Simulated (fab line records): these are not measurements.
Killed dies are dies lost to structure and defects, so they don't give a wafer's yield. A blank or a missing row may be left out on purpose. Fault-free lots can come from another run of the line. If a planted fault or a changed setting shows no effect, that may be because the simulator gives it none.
Matching of chambers / flow nand-harc / rie-diel-12 running NHARC_A_M1_ETCH_35: 4 sister chambers
The step etches the open film in N2/H2, target depth 40 nm, overetch 12 nm, time 43.94 s. 8 wafers are shown with their chamber, then 7 later ones without.

## EACH WAFER AND ITS CHAMBER
wafer=L589.1; chamber=0; drypump-motor-current-A (A)=6.2; rf-vpp-V (V)=432.3
wafer=L597.4; chamber=2; drypump-motor-current-A (A)=5.7; rf-vpp-V (V)=432.0
wafer=L597.5; chamber=2; drypump-motor-current-A (A)=5.7; rf-vpp-V (V)=432.2
wafer=L598.1; chamber=0; drypump-motor-current-A (A)=6.2; rf-vpp-V (V)=433.6
wafer=L598.4; chamber=3; drypump-motor-current-A (A)=5.3; rf-vpp-V (V)=430.8
wafer=L598.6; chamber=1; drypump-motor-current-A (A)=6.3; rf-vpp-V (V)=434.6
wafer=L601.1; chamber=3; drypump-motor-current-A (A)=5.3; rf-vpp-V (V)=429.5
wafer=L601.4; chamber=1; drypump-motor-current-A (A)=6.4; rf-vpp-V (V)=434.8

## WAFERS WHOSE CHAMBER IS MISSING
wafer=L601.6; drypump-motor-current-A (A)=5.3; rf-vpp-V (V)=429.1
wafer=L603.2; drypump-motor-current-A (A)=6.2; rf-vpp-V (V)=433.2
wafer=L603.3; drypump-motor-current-A (A)=6.3; rf-vpp-V (V)=434.8
wafer=L603.5; drypump-motor-current-A (A)=5.7; rf-vpp-V (V)=431.2
wafer=L612.1; drypump-motor-current-A (A)=6.2; rf-vpp-V (V)=433.2
wafer=L612.4; drypump-motor-current-A (A)=5.3; rf-vpp-V (V)=428.8
wafer=L612.5; drypump-motor-current-A (A)=5.7; rf-vpp-V (V)=431.7

## CHAMBER TAKEN BY EACH
wafer=L601.6; from the rows above=3; in truth=3
wafer=L603.2; from the rows above=0; in truth=0
wafer=L603.3; from the rows above=1; in truth=1
wafer=L603.5; from the rows above=2; in truth=2
wafer=L612.1; from the rows above=0; in truth=0
wafer=L612.4; from the rows above=3; in truth=3
wafer=L612.5; from the rows above=2; in truth=2
Correct placement for 7 of the 7. From these rows, 0 cannot be placed. Wrongly placed: 0.
How it was worked out, from the rows above alone: a wafer's distance from a chamber is the root of the sum, over the readings, of the square of ((its reading less the chamber's mean) divided by the reading's scatter). The wafer belongs to the nearest chamber; if the next one is less than 2 further off, it can't be placed. A chamber's mean is the mean of its shown wafers. The scatter is the square root of a quotient: the sum, over the shown wafers, of each reading's squared deviation from its chamber's mean, divided by wafers minus chambers.
